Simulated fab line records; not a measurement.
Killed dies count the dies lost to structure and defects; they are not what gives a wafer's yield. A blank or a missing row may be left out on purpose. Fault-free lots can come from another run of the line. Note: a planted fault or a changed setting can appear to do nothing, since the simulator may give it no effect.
A lot that was struck, set against a sound lot / flow n5 finfet / 15 out of 1938 route steps
Sound: the wafers L713.2, L713.4, L713.6. Struck: wafers L721.1, L721.6 (left out: L721.4, a lot-mate that was not struck); the cause follows at the end.
For every step that has rows: the tool of each side, followed by ch and its chambers, followed by its first start. Under that, the readings that differ: sound wafers / struck wafers / difference of the means / sigmas: that difference in standard deviations of wafers without a fault.
alike: same words and numbers on both sides, and readings whose means sit less than 2 such deviations apart. not compared: any withheld reading, any reading some wafer has no value for, any bound like >300 that may hide the same value, and any number with overlapping values for which the record gives no deviation.
The two part at a step that has a row with sigmas, a row that says differs or no value, or rows on one side only. Numbers that have no deviation but don't overlap get no sigmas and don't part them. A reading missing from all wafers of one side parts the sides only when that side holds two or more wafers.

N5_BEOL_M12_TRENCH_ETCH_34: etches SiOC in C4F8/O2/Ar, target depth 318.95 nm, time 125.5 s.
  sound on rie diel-05 ch 0,2, day 10 19:22; struck on rie diel-05 ch 2, day 13 05:18
  alike: O2_flow_sccm, drypump motor current A, oes product au, rf fwd power W, rf vpp V, showerhead plenum p Torr, throttle valve pct
  not compared: rf hours counter h
then, 1 step without rows for these wafers: N5_BEOL_M12_STRIP_70 (strips in C4F8/O2/Ar).
N5_BEOL_M12_OCD_MEAS_35:
  sound on ocd-01, day 10 19:31; struck on ocd-01, day 13 05:27
  alike: trench depth nm
N5_BEOL_M12_STRIP_37: strips in N2/H2.
  sound on plasma asher-02 ch 0,1, day 10 19:33; struck on plasma asher-02 ch 0,1, day 13 05:29
  alike: drypump motor current A, heater power w, oes product au
  not compared: rf hours counter h
then, 3 steps without rows for these wafers: N5_BEOL_M12_ETCH_38 (etches SiCN in CF4/N2, target depth 68.7 nm, time 73.4 s); N5_BEOL_M12_PRECLEAN_39 (cleans in residue remover, time 60 s); N5_BEOL_M12_SRD_40 (time 30 s, dry time 30 s).
N5_BEOL_M12_DEGAS_41: time 60 s.
  sound on pvd sputter-03, day 10 20:10; struck on pvd sputter-02, day 13 07:06
  alike: heater power w
N5_BEOL_M12_PRE_CLEAN_42: time 30 s.
  sound on pvd sputter-03, day 10 20:12; struck on pvd sputter-02, day 13 07:08
  alike: heater power w
then, 1 step without rows for these wafers: N5_BEOL_M12_SPUTTER_43 (material TaN, target thk 15 nm, time 24.19 s).
N5_BEOL_M12_SPUTTER_44: material Ta, target thk 10 nm, time 16.13 s.
  sound on pvd sputter-03, day 10 20:19; struck on pvd sputter-02, day 13 07:16
  alike: throttle valve pct
then, 1 step without rows for these wafers: N5_BEOL_M12_SPUTTER_45 (material Cu, target thk 80 nm, time 13.33 s).
N5_BEOL_M12_ECD_47: material Cu, target thk 720 nm.
  sound on ecd cu-02 ch 0,1, day 10 20:31; struck on ecd cu-02 ch 0,1, day 13 07:28
reading=model.Cu_of_BEOL_M12_ECD_47.thk nm (nm); sound=706.4 704.4 718.4; struck=432.4 428.8; difference=-279.1; sigmas=
then, 1 step without rows for these wafers: N5_BEOL_M12_ANNEAL_48 (time 90 s).
N5_PASSIVATION_PROBE_49:
  record: rows for the struck wafers here (prober-01, day 14 20:25), none for the sound ones

== WHERE THEY PART ==
Only at N5_PASSIVATION_PROBE_49, within this record.

WHY: whatever the simulator had introduced
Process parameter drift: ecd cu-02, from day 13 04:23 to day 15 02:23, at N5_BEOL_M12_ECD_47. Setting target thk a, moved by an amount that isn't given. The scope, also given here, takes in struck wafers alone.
